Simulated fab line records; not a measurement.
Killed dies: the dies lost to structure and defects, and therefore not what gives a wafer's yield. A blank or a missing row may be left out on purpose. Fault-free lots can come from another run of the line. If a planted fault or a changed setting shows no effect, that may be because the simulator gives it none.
Chamber matching || flow n5 finfet || N5_BEOL_M5_DESCUM_16 on rie diel-05: 4 sister chambers
The step chemistry O2, time 7 s. 4 wafers are shown with their chamber, then 7 later ones without.

EACH WAFER AND ITS CHAMBER
{"wafer": "L079.6", "chamber": 2, "drypump motor current A (A)": 5.3}
{"wafer": "L082.2", "chamber": 1, "drypump motor current A (A)": 6.7}
{"wafer": "L085.2", "chamber": 0, "drypump motor current A (A)": 6.7}
{"wafer": "L085.4", "chamber": 3, "drypump motor current A (A)": 5.0}

WAFERS WHOSE CHAMBER IS MISSING
{"wafer": "L085.6", "drypump motor current A (A)": 6.7}
{"wafer": "L092.2", "drypump motor current A (A)": 4.9}
{"wafer": "L092.4", "drypump motor current A (A)": 6.7}
{"wafer": "L092.6", "drypump motor current A (A)": 6.7}
{"wafer": "L097.1", "drypump motor current A (A)": 4.9}
{"wafer": "L097.3", "drypump motor current A (A)": 6.7}
{"wafer": "L097.6", "drypump motor current A (A)": 6.7}

WHICH CHAMBER EACH WENT THROUGH
{"wafer": "L085.6", "from the rows above": "can't be placed: 0 or 1", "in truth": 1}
{"wafer": "L092.2", "from the rows above": 3, "in truth": 3}
{"wafer": "L092.4", "from the rows above": "can't be placed: 0 or 1", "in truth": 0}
{"wafer": "L092.6", "from the rows above": "can't be placed: 0 or 1", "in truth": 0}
{"wafer": "L097.1", "from the rows above": 3, "in truth": 3}
{"wafer": "L097.3", "from the rows above": "can't be placed: 0 or 1", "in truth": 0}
{"wafer": "L097.6", "from the rows above": "can't be placed: 0 or 1", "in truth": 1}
Placed correctly: 2 of 7. These rows do not allow placing 5 (true chamber among the candidates in 5). 0 placed wrongly.
How it was worked out, from the rows above alone: a wafer's distance from a chamber is the root of the sum, over the readings, of the square of ((its reading less the chamber's mean) divided by the reading's scatter). The wafer belongs to the nearest chamber; if the next one is less than 2 further off, it can't be placed. Each chamber's mean is taken over the wafers shown for it. The scatter (one wafer shown for each chamber): square how far every hidden wafer sits from the nearest shown wafer, average those squares and take the square root.
